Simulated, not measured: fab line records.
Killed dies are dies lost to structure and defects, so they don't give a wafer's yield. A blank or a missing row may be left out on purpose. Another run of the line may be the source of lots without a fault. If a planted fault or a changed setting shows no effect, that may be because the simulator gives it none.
fab line records + flow n5Finfet
record
- lots=7
- wafers=21
route steps=1938 shown BEOL_M0_CUTY@713 BEOL_M0@720 BEOL_M1@770 BEOL_M2@846 BEOL_M3@937 BEOL_M5@1112
startH: the number of hours between the record's first day and the start of the first shown wafer of the lot + waitH: hours from the lot's prior step to this one + " repeats the value in the row above + L1.1+2: a row that stands for several wafers + - no value, or no start given + * or withheld: withheld + < > ~ a bound
route shown NAME@n: a module of which the file shows steps, and the number in the route of the first + usual: average and standard deviation across the fault-free wafers + same: alike in all rows + chamber/n: place in a boat + sites: each site's reading + _std_site: standard deviation of those values + _edge_site: mean of outer sites minus mean of inner sites + radiusMm: for every site, how far away it sits from the centre of the wafer + mask NAME#n: copy n + behind: the tool/chamber that last shaped the wafer + hold: reason for holding the lot/hours on hold/outcome of the hold + device: transistor that didn't switch, given as n, p or np + end of line: tests of these same wafers at the route's end + step lacking rows: just its recipe + killed: dies that structure and defects cost at the first sort, which is not the same as the wafer's yield + map: a wafer's dies, marking killed ones x, the rest . and places with no die _
set.NAME: the run value of the setting; set.NAME@STEP: its run value at that earlier step + model.NAME: the simulator's own value behind a step, which no gauge read
lots run with intentionally changed settings; tables by step, rows by wafer
## steps
# step N5_BEOL_M0_CUTY_ETCH_63
# recipe
- chemistry=N2/H2
- target=SOC
- targetDepthA=827
- overetchA=165
- maskMaterial=SiARC
- tempC=40
- ionEnergyEv=200
- timeS=124
- pressureMtorr=30
- sourceW=840
- biasW=150
- n2FlowSccm=200
- h2FlowSccm=200
# usual
- rfVppV=524.1/2.7
| lot.wafer | tool       | chamber | startH | waitH | set.sourceW | rfVppV |
|-----------|------------|---------|--------|-------|-------------|--------|
| L080.1    | rieDiel-03 | 3       | 150.11 | 0.0   | 840         | 527.4  |
| L080.2    | "          | 2       | "      | "     | 707         | 551.2  |
| L080.4    | "          | 3       | "      | "     | 840         | 529.2  |
| L087.1    | rieDiel-04 | 2       | 193.32 | 0.0   | 840         | 524.9  |
| L087.5    | "          | 3       | "      | "     | 840         | 529.1  |
| L087.6    | "          | 1       | "      | "     | 840         | 521.1  |
| L089.1    | rieDiel-03 | 3       | 205.17 | 0.0   | 840         | 526.1  |
| L089.3    | "          | 2       | "      | "     | 840         | 521.9  |
| L089.4    | "          | 0       | "      | "     | 840         | 519.8  |
| L091.1    | rieDiel-01 | 1       | 216.51 | 0.0   | 840         | 526.8  |
| L091.3    | "          | 3       | "      | "     | 880.7       | 516.4  |
| L091.5    | "          | 0       | "      | "     | 840         | 522.9  |
| L092.3    | rieDiel-01 | 1       | 220.94 | 0.0   | 840         | 525.5  |
| L092.4    | "          | 1       | "      | "     | 840         | 526.0  |
| L092.5    | "          | 3       | "      | "     | 840         | 525.4  |
| L093.1    | rieDiel-04 | 3       | 226.67 | 0.0   | 840         | 528.5  |
| L093.2    | "          | 0       | "      | "     | 840         | 522.1  |
| L093.5    | "          | 2       | "      | "     | 840         | 524.6  |
| L095.2    | rieDiel-01 | 2       | 233.60 | 0.0   | 720.3       | 556.3  |
| L095.3    | "          | 1       | "      | "     | 720.3       | 552.6  |
| L095.6    | "          | 2       | "      | "     | 840         | 527.8  |
# step N5_BEOL_M0_ETCH_128
# recipe
- chemistry=CF4/N2
- targetDepthA=120
- overetchA=51
- target=SiCN
- timeS=21.4
- ionEnergyEv=150
- pressureMtorr=40
- sourceW=430
- biasW=70
- Ar_flow_sccm=100
- cf4FlowSccm=60
- n2FlowSccm=60
# usual
- rfVppV=382.4/2.1
| lot.wafer | tool       | chamber | startH | waitH | set.sourceW | rfVppV |
|-----------|------------|---------|--------|-------|-------------|--------|
| L080.1    | rieDiel-04 | 2       | 152.51 | 0.3   | 430         | 384.0  |
| L080.2    | "          | 1       | "      | "     | 430         | 381.0  |
| L080.4    | "          | 0       | "      | "     | 474.4       | 369.6  |
| L087.1    | rieDiel-04 | 1       | 197.20 | 0.0   | 465.2       | 371.7  |
| L087.5    | "          | 1       | "      | "     | 430         | 380.7  |
| L087.6    | "          | 3       | "      | "     | 430         | 387.9  |
| L089.1    | rieDiel-04 | 3       | 226.98 | 0.3   | 430         | 385.4  |
| L089.3    | "          | 2       | "      | "     | 430         | 381.9  |
| L089.4    | "          | 0       | "      | "     | 430         | 382.7  |
| L091.1    | rieDiel-01 | 0       | 229.42 | 0.0   | 430         | 381.0  |
| L091.3    | "          | 3       | "      | "     | 486.8       | 367.6  |
| L091.5    | "          | 3       | "      | "     | 486.8       | 366.6  |
| L093.1    | rieDiel-03 | 2       | 233.60 | 0.0   | 430         | 379.8  |
| L093.2    | "          | 0       | "      | "     | 486.9       | 364.9  |
| L093.5    | "          | 0       | "      | "     | 430         | 380.1  |
| L095.2    | rieDiel-03 | 3       | 234.35 | 0.0   | 355.6       | 410.2  |
| L095.3    | "          | 2       | "      | "     | 355.6       | 406.8  |
| L095.6    | "          | 2       | "      | "     | 430         | 379.4  |
| L092.3    | rieDiel-04 | 0       | 234.40 | 0.0   | 430         | 379.6  |
| L092.4    | "          | 2       | "      | "     | 430         | 383.1  |
| L092.5    | "          | 3       | "      | "     | 430         | 384.8  |
# step N5_BEOL_M1_ETCH_64
# recipe
- chemistry=N2/H2
- target=SOC
- targetDepthA=750
- overetchA=150
- maskMaterial=SiARC
- tempC=40
- timeS=112.5
- ionEnergyEv=200
- pressureMtorr=30
- sourceW=840
- biasW=150
- n2FlowSccm=200
- h2FlowSccm=200
| lot.wafer  | tool       | chamber | startH | waitH | set.timeS |
|------------|------------|---------|--------|-------|-----------|
| L080.1+2   | rieDiel-05 | 2,0     | 160.75 | 0.0   | 112.5     |
| L080.4     | "          | 3       | "      | "     | 100.5     |
| L087.1+5+6 | rieDiel-02 | 1,1,2   | 203.91 | 0.0   | 112.5     |
| L089.1     | rieDiel-05 | 2       | 233.95 | 0.0   | 112.5     |
| L089.3+4   | "          | 0,1     | "      | "     | 102.1     |
| L091.1+3   | rieDiel-02 | 2,1     | 235.19 | 0.0   | 122.5     |
| L091.5     | "          | 1       | "      | "     | 112.5     |
| L093.1     | rieDiel-02 | 2       | 237.91 | 0.0   | 131.5     |
| L093.2+5   | "          | 1,2     | "      | "     | 112.5     |
| L095.2     | rieDiel-05 | 3       | 240.51 | 0.0   | 130       |
| L095.3+6   | "          | 1,2     | "      | "     | 112.5     |
| L092.3+4+5 | rieDiel-02 | 1,3,1   | 240.71 | 0.0   | 112.5     |
# step N5_BEOL_M1_STRIP_65
# recipe
- chemistry=N2/H2
- tempC=40
- n2FlowSccm=200
- h2FlowSccm=200
- rfFrequencyHz=6e+07
# step N5_BEOL_M1_STRIP_75
# recipe
- chemistry=N2/H2
- tempC=40
- n2FlowSccm=200
- h2FlowSccm=200
- rfFrequencyHz=6e+07
# step N5_BEOL_M1_STRIP_66
# recipe
- chemistry=CF4
- resist=SiARC
- powerW=300
- biasPowerW=75
- pressureMtorr=50
- cf4FlowSccm=150
- rfFrequencyHz=6e+07
# step N5_BEOL_M1_HM_OPEN_17
# recipe
- chemistry=Cl2/BCl3
- targetDepthA=200
- overetchA=60
- target=TiN
- maskMaterial=SOC
- ionEnergyEv=150
- pressureMtorr=10
- icpW=1000
- biasW=126
- Cl2_flow_sccm=53.25
- bcl3FlowSccm=21.75
- Ar_flow_sccm=25
| lot.wafer | tool        | chamber | startH | waitH | set.timeS@BEOL_M1_ETCH_64 | model.etch.depthNm |
|-----------|-------------|---------|--------|-------|---------------------------|--------------------|
| L080.1    | rieMetal-01 | 0       | 160.91 | 0.0   | 112.5                     | 19.57              |
| L080.2    | "           | 1       | "      | "     | 112.5                     | 19.69              |
| L080.4    | "           | 1       | "      | "     | 100.5                     | 19.9               |
| L087.1    | rieMetal-03 | 0       | 204.08 | 0.0   | 112.5                     | 20.26              |
| L087.5    | "           | 0       | "      | "     | 112.5                     | 20.39              |
| L087.6    | "           | 1       | "      | "     | 112.5                     | 20.27              |
| L089.1    | rieMetal-02 | 0       | 234.12 | 0.0   | 112.5                     | 20.14              |
| L089.3    | "           | 1       | "      | "     | 102.1                     | 20.17              |
| L089.4    | "           | 0       | "      | "     | 102.1                     | 20.08              |
| L091.1    | rieMetal-02 | 0       | 235.36 | 0.0   | 122.5                     | 18.91              |
| L091.3    | "           | 1       | "      | "     | 122.5                     | 19.11              |
| L091.5    | "           | 1       | "      | "     | 112.5                     | 20.03              |
| L093.1    | rieMetal-02 | 0       | 238.08 | 0.0   | 131.5                     | 17.84              |
| L093.2    | "           | 1       | "      | "     | 112.5                     | 19.75              |
| L093.5    | "           | 0       | "      | "     | 112.5                     | 19.79              |
| L095.2    | rieMetal-03 | 0       | 240.71 | 0.1   | 130                       | 18.47              |
| L095.3    | "           | 0       | "      | "     | 112.5                     | 20                 |
| L095.6    | "           | 0       | "      | "     | 112.5                     | 19.99              |
| L092.3    | rieMetal-01 | 0       | 240.91 | 0.1   | 112.5                     | 19.71              |
| L092.4    | "           | 1       | "      | "     | 112.5                     | 19.93              |
| L092.5    | "           | 1       | "      | "     | 112.5                     | 19.9               |
# step N5_BEOL_M2_COAT_62
# recipe
- resist=SiARC
- tempC=220
- timeS=60
- spinRpm=1500
- resistThkNm=12
| lot.wafer  | tool          | chamber | startH | waitH | set.spinRpm | model.SiARC_of_BEOL_M2_COAT_62.thkNm |
|------------|---------------|---------|--------|-------|-------------|--------------------------------------|
| L080.1     | lithoTrack-05 | 0       | -      | -     | 1500        | 12                                   |
| L080.2+4   | "             | 0       | "      | "     | 1550        | 11.8                                 |
| L087.1+5   | lithoTrack-03 | 0       | -      | -     | 1500        | 12                                   |
| L087.6     | "             | 0       | "      | "     | 1565        | 11.8                                 |
| L089.1+3+4 | lithoTrack-03 | 0       | -      | -     | 1500        | 12                                   |
| L091.1+3   | lithoTrack-03 | 0       | -      | -     | 1572        | 11.8                                 |
| L091.5     | "             | 0       | "      | "     | 1500        | 12                                   |
| L093.1+2   | lithoTrack-01 | 0       | -      | -     | 1623        | 11.6                                 |
| L093.5     | "             | 0       | "      | "     | 1500        | 12                                   |
| L095.2+3   | lithoTrack-05 | 0       | -      | -     | 1500        | 12                                   |
| L095.6     | "             | 0       | "      | "     | 1434        | 12.4                                 |
| L092.3+4+5 | lithoTrack-01 | 0       | -      | -     | 1500        | 12                                   |
# step N5_BEOL_M2_COAT_73
# recipe
- resist=underlayer
- tempC=205
- timeS=60
- spinRpm=1500
- resistThkNm=5
# step N5_BEOL_M2_COAT_05
# recipe
- resist=CAR-EUV
- spinRpm=1500
- resistThkNm=30
# step N5_BEOL_M2_DESCUM_16
# recipe
- chemistry=O2
- timeS=7
- sourcePowerW=50
- biasPowerW=20
- pressureMtorr=20
- rfFrequencyHz=2.712e+07
- tempC=40
- resist=CAR-EUV
- o2FlowSccm=225
# step N5_BEOL_M2_ETCH_74
# recipe
- chemistry=N2/H2
- target=underlayer
- targetDepthA=65
- maskMaterial=CAR-EUV
- timeS=5.2
- ionEnergyEv=200
- pressureMtorr=30
- sourceW=840
- biasW=150
- n2FlowSccm=200
- h2FlowSccm=200
- ends=cleared
# step N5_BEOL_M2_ETCH_63
# recipe
- chemistry=CF4
- target=SiARC
- targetDepthA=156
- maskMaterial=CAR-EUV
- timeS=26
- ionEnergyEv=80
- pressureMtorr=40
- sourceW=545
- biasW=36
- Ar_flow_sccm=100
- cf4FlowSccm=100
- ends=cleared
| lot.wafer | tool       | chamber | startH | waitH | set.spinRpm@BEOL_M2_COAT_62 | model.etch.depthNm |
|-----------|------------|---------|--------|-------|-----------------------------|--------------------|
| L080.1    | rieDiel-04 | 3       | 172.18 | 0.0   | 1500                        | 12.03              |
| L080.2    | "          | 1       | "      | "     | 1550                        | 11.84              |
| L080.4    | "          | 2       | "      | "     | 1550                        | 11.83              |
| L087.1    | rieDiel-04 | 0       | 241.09 | 0.0   | 1500                        | 12.02              |
| L087.5    | "          | 2       | "      | "     | 1500                        | 11.97              |
| L087.6    | "          | 3       | "      | "     | 1565                        | 11.76              |
| L089.1+4  | rieDiel-03 | 1,2     | 247.09 | 0.0   | 1500                        | 12.04              |
| L089.3    | "          | 0       | "      | "     | 1500                        | 12.03              |
| L091.1    | rieDiel-01 | 1       | 250.65 | 0.0   | 1572                        | 11.76              |
| L091.3    | "          | 3       | "      | "     | 1572                        | 11.77              |
| L091.5    | "          | 3       | "      | "     | 1500                        | 12.01              |
| L093.1    | rieDiel-03 | 2       | 255.77 | 0.0   | 1623                        | 11.52              |
| L093.2    | "          | 3       | "      | "     | 1623                        | 11.56              |
| L093.5    | "          | 1       | "      | "     | 1500                        | 12.01              |
| L095.2    | rieDiel-04 | 0       | 256.34 | 0.0   | 1500                        | 12.07              |
| L095.3    | "          | 1       | "      | "     | 1500                        | 12.08              |
| L095.6    | "          | 2       | "      | "     | 1434                        | 12.31              |
| L092.3    | rieDiel-04 | 0       | 258.89 | 0.0   | 1500                        | 11.98              |
| L092.4    | "          | 1       | "      | "     | 1500                        | 12                 |
| L092.5    | "          | 3       | "      | "     | 1500                        | 12.02              |
# step N5_BEOL_M3_COAT_73
# recipe
- resist=underlayer
- tempC=205
- timeS=60
- spinRpm=1500
- resistThkNm=5
| lot.wafer  | tool          | chamber | startH | waitH | set.spinRpm |
|------------|---------------|---------|--------|-------|-------------|
| L080.1+2+4 | lithoTrack-04 | 0       | -      | -     | 1500        |
| L087.1+5   | lithoTrack-04 | 0       | -      | -     | 1500        |
| L087.6     | "             | 0       | "      | "     | 1387        |
| L089.1     | lithoTrack-04 | 0       | -      | -     | 1500        |
| L089.3+4   | "             | 0       | "      | "     | 1547        |
| L091.1+3+5 | lithoTrack-04 | 0       | -      | -     | 1500        |
| L093.1+2   | lithoTrack-04 | 0       | -      | -     | 1340        |
| L093.5     | "             | 0       | "      | "     | 1500        |
| L092.3+4+5 | lithoTrack-03 | 0       | -      | -     | 1500        |
| L095.2+3   | lithoTrack-04 | 0       | -      | -     | 1378        |
| L095.6     | "             | 0       | "      | "     | 1500        |
# step N5_BEOL_M3_COAT_05
# recipe
- resist=CAR-EUV
- spinRpm=1500
- resistThkNm=30
# step N5_BEOL_M3_EBR_07
# recipe
- solvent=PGMEA
- ebrWidthMm=1.5
# step N5_BEOL_M3_DESCUM_16
# recipe
- chemistry=O2
- timeS=7
- sourcePowerW=50
- biasPowerW=20
- pressureMtorr=20
- rfFrequencyHz=2.712e+07
- tempC=40
- resist=CAR-EUV
- o2FlowSccm=225
# step N5_BEOL_M3_ETCH_74
# recipe
- chemistry=N2/H2
- target=underlayer
- targetDepthA=65
- maskMaterial=CAR-EUV
- timeS=5.2
- ionEnergyEv=200
- pressureMtorr=30
- sourceW=840
- biasW=150
- n2FlowSccm=200
- h2FlowSccm=200
- ends=cleared
| lot.wafer | tool       | chamber | startH | waitH | set.spinRpm@BEOL_M3_COAT_73 | model.etch.depthNm |
|-----------|------------|---------|--------|-------|-----------------------------|--------------------|
| L080.1    | rieDiel-05 | 3       | 182.75 | 0.0   | 1500                        | 5.016              |
| L080.2    | "          | 0       | "      | "     | 1500                        | 5.012              |
| L080.4    | "          | 2       | "      | "     | 1500                        | 5.002              |
| L087.1    | rieDiel-05 | 1       | 250.95 | 0.0   | 1500                        | 5.005              |
| L087.5    | "          | 3       | "      | "     | 1500                        | 4.994              |
| L087.6    | "          | 0       | "      | "     | 1387                        | 5.202              |
| L089.1    | rieDiel-06 | 3       | 258.68 | 0.0   | 1500                        | 4.971              |
| L089.3    | "          | 1       | "      | "     | 1547                        | 4.903              |
| L089.4    | "          | 0       | "      | "     | 1547                        | 4.896              |
| L091.1    | rieDiel-02 | 0       | 261.00 | 0.0   | 1500                        | 4.959              |
| L091.3    | "          | 1       | "      | "     | 1500                        | 4.962              |
| L091.5    | "          | 1       | "      | "     | 1500                        | 4.967              |
| L093.1    | rieDiel-02 | 3       | 267.86 | 0.0   | 1340                        | 5.257              |
| L093.2    | "          | 1       | "      | "     | 1340                        | 5.255              |
| L093.5    | "          | 2       | "      | "     | 1500                        | 4.997              |
| L092.3    | rieDiel-05 | 2       | 271.59 | 0.0   | 1500                        | 5.021              |
| L092.4    | "          | 1       | "      | "     | 1500                        | 5.024              |
| L092.5    | "          | 3       | "      | "     | 1500                        | 5.018              |
| L095.2    | rieDiel-06 | 3       | 275.34 | 0.0   | 1378                        | 5.207              |
| L095.3    | "          | 0       | "      | "     | 1378                        | 5.219              |
| L095.6    | "          | 2       | "      | "     | 1500                        | 5.004              |
# step N5_BEOL_M5_ILD_DEP_00
# recipe
- material=SiCOH_lowk
- targetThkA=1406.4
- tempC=300
- precursor=DEMS/porogen
- pressureTorr=5
- rfW=500
- timeS=25.9
| lot.wafer | tool     | chamber | startH | waitH | set.timeS | model.SiCOH_lowk_of_BEOL_M5_ILD_DEP_00.thkNm |
|-----------|----------|---------|--------|-------|-----------|----------------------------------------------|
| L080.1    | pecvd-04 | 2       | 214.52 | 0.8   | 25.9      | 135.8                                        |
| L080.2    | "        | 0       | "      | "     | 23.62     | 127.4                                        |
| L080.4    | "        | 0       | "      | "     | 23.62     | 127.8                                        |
| L087.1    | pecvd-03 | 2       | 290.45 | 0.8   | 25.9      | 140.8                                        |
| L087.5    | "        | 2       | "      | "     | 25.9      | 143.4                                        |
| L087.6    | "        | 0       | "      | "     | 27.57     | 151.2                                        |
| L089.1    | pecvd-02 | 0       | 295.55 | 0.8   | 25.9      | 139.4                                        |
| L089.3    | "        | 1       | "      | "     | 25.9      | 140.8                                        |
| L089.4    | "        | 0       | "      | "     | 25.9      | 142                                          |
| L093.1    | pecvd-03 | 1       | 298.93 | 0.8   | 25.9      | 139.2                                        |
| L093.2    | "        | 2       | "      | "     | 25.9      | 140.8                                        |
| L093.5    | "        | 1       | "      | "     | 25.9      | 142.8                                        |
| L091.1    | pecvd-04 | 0       | 300.80 | 0.8   | 29.32     | 159.8                                        |
| L091.3    | "        | 2       | "      | "     | 29.32     | 156.4                                        |
| L091.5    | "        | 0       | "      | "     | 25.9      | 144.6                                        |
| L092.3    | pecvd-04 | 2       | 308.06 | 0.5   | 25.9      | 136.8                                        |
| L092.4+5  | "        | 1,0     | "      | "     | 25.9      | 144                                          |
| L095.2    | pecvd-03 | 2       | 308.99 | 0.7   | 25.9      | 139.2                                        |
| L095.3    | "        | 2       | "      | "     | 25.9      | 143                                          |
| L095.6    | "        | 1       | "      | "     | 25.9      | 141.4                                        |
# step N5_BEOL_M5_CURE_79
# recipe
- tempC=385
- timeS=240
- ambient=He/Ar
- material=SiCOH_lowk
| lot.wafer | tool      | chamber | startH | waitH | set.timeS@BEOL_M5_ILD_DEP_00 | model.SiCOH_lowk_of_BEOL_M5_ILD_DEP_00.thkNm |
|-----------|-----------|---------|--------|-------|------------------------------|----------------------------------------------|
| L080.1    | uvCure-01 | 2       | 214.58 | 0.0   | 25.9                         | 116.8                                        |
| L080.2    | "         | 2       | "      | "     | 23.62                        | 109.6                                        |
| L080.4    | "         | 2       | "      | "     | 23.62                        | 110                                          |
| L087.1    | uvCure-03 | 0       | 290.53 | 0.1   | 25.9                         | 121                                          |
| L087.5    | "         | 0       | "      | "     | 25.9                         | 123.4                                        |
| L087.6    | "         | 0       | "      | "     | 27.57                        | 130.2                                        |
| L089.1    | uvCure-01 | 1       | 295.62 | 0.1   | 25.9                         | 120                                          |
| L089.3    | "         | 1       | "      | "     | 25.9                         | 121.2                                        |
| L089.4    | "         | 1       | "      | "     | 25.9                         | 122.2                                        |
| L093.1    | uvCure-03 | 1       | 298.99 | 0.0   | 25.9                         | 119.8                                        |
| L093.2    | "         | 1       | "      | "     | 25.9                         | 121.2                                        |
| L093.5    | "         | 1       | "      | "     | 25.9                         | 123                                          |
| L091.1    | uvCure-01 | 1       | 300.86 | 0.0   | 29.32                        | 137.6                                        |
| L091.3    | "         | 1       | "      | "     | 29.32                        | 134.8                                        |
| L091.5    | "         | 1       | "      | "     | 25.9                         | 124.4                                        |
| L092.3    | uvCure-02 | 2       | 308.28 | 0.2   | 25.9                         | 117.8                                        |
| L092.4+5  | "         | 2       | "      | "     | 25.9                         | 123.8                                        |
| L095.2    | uvCure-02 | 0       | 309.15 | 0.1   | 25.9                         | 119.6                                        |
| L095.3    | "         | 0       | "      | "     | 25.9                         | 123                                          |
| L095.6    | "         | 0       | "      | "     | 25.9                         | 121.8                                        |
# step N5_BEOL_M5_THK_MEAS_01
# recipe
- reads=SiCOH_lowk_of_BEOL_M5_ILD_DEP_00
# usual
- M5_ILD_THK=121.3/1.5
| lot.wafer | tool         | chamber | startH | waitH | set.timeS@BEOL_M5_ILD_DEP_00 | M5_ILD_THK[nm] |
|-----------|--------------|---------|--------|-------|------------------------------|----------------|
| L080.1    | filmMetro-02 | -       | 215.57 | 0.8   | 25.9                         | 116.8          |
| L080.2    | "            | -       | "      | "     | 23.62                        | 109.4          |
| L080.4    | "            | -       | "      | "     | 23.62                        | 110.1          |
| L087.1    | filmMetro-02 | -       | 291.04 | 0.4   | 25.9                         | 121.0          |
| L087.5    | "            | -       | "      | "     | 25.9                         | 123.5          |
| L087.6    | "            | -       | "      | "     | 27.57                        | 130.2          |
| L089.1    | filmMetro-01 | -       | 296.61 | 0.8   | 25.9                         | 120.0          |
| L089.3    | "            | -       | "      | "     | 25.9                         | 121.2          |
| L089.4    | "            | -       | "      | "     | 25.9                         | 122.0          |
| L093.1    | filmMetro-02 | -       | 299.98 | 0.8   | 25.9                         | 119.9          |
| L093.2    | "            | -       | "      | "     | 25.9                         | 121.2          |
| L093.5    | "            | -       | "      | "     | 25.9                         | 123.0          |
| L091.1    | filmMetro-01 | -       | 301.39 | 0.4   | 29.32                        | 137.4          |
| L091.3    | "            | -       | "      | "     | 29.32                        | 134.7          |
| L091.5    | "            | -       | "      | "     | 25.9                         | 124.4          |
| L092.3    | filmMetro-01 | -       | 308.63 | 0.3   | 25.9                         | 117.7          |
| L092.4    | "            | -       | "      | "     | 25.9                         | 124.0          |
| L092.5    | "            | -       | "      | "     | 25.9                         | 123.9          |
| L095.2    | filmMetro-02 | -       | 309.58 | 0.4   | 25.9                         | 119.6          |
| L095.3    | "            | -       | "      | "     | 25.9                         | 123.0          |
| L095.6    | "            | -       | "      | "     | 25.9                         | 121.8          |
## key
split
- step=N5_BEOL_M0_CUTY_ETCH_63
- setting=sourceW
- stated=840
- by=wafer
response
- step=N5_BEOL_M0_CUTY_ETCH_63
- reading=rfVppV
- change=-1.64
- per=1%
- r=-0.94
split
- step=N5_BEOL_M0_ETCH_128
- setting=sourceW
- stated=430
- by=wafer
response
- step=N5_BEOL_M0_ETCH_128
- reading=rfVppV
- change=-1.37
- per=1%
- r=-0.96
split
- step=N5_BEOL_M1_ETCH_64
- setting=timeS
- stated=112.5
- by=wafer
response
- step=N5_BEOL_M1_HM_OPEN_17
- reading=model.etch.depthNm
- shape=bent
- atLowest=19.9
- atStated=19.96
- atHighest=17.84
split
- step=N5_BEOL_M2_COAT_62
- setting=spinRpm
- stated=1500
- by=wafer
response
- step=N5_BEOL_M2_COAT_62
- reading=model.SiARC_of_BEOL_M2_COAT_62.thkNm
- shape=bent
- atLowest=12.4
- atStated=12
- atHighest=11.6
response
- step=N5_BEOL_M2_ETCH_63
- reading=model.etch.depthNm
- change=-0.0554
- per=1%
- r=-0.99
split
- step=N5_BEOL_M3_COAT_73
- setting=spinRpm
- stated=1500
- by=wafer
response
- step=N5_BEOL_M3_ETCH_74
- reading=model.etch.depthNm
- change=-0.0252
- per=1%
- r=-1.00
split
- step=N5_BEOL_M5_ILD_DEP_00
- setting=timeS
- stated=25.9
- by=wafer
response
- step=N5_BEOL_M5_ILD_DEP_00
- reading=model.SiCOH_lowk_of_BEOL_M5_ILD_DEP_00.thkNm
- change=+1.05
- per=1%
- r=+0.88
response
- step=N5_BEOL_M5_CURE_79
- reading=model.SiCOH_lowk_of_BEOL_M5_ILD_DEP_00.thkNm
- change=+0.917
- per=1%
- r=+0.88
response
- step=N5_BEOL_M5_THK_MEAS_01
- reading=M5_ILD_THK
- change=+0.909
- per=1%
- r=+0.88
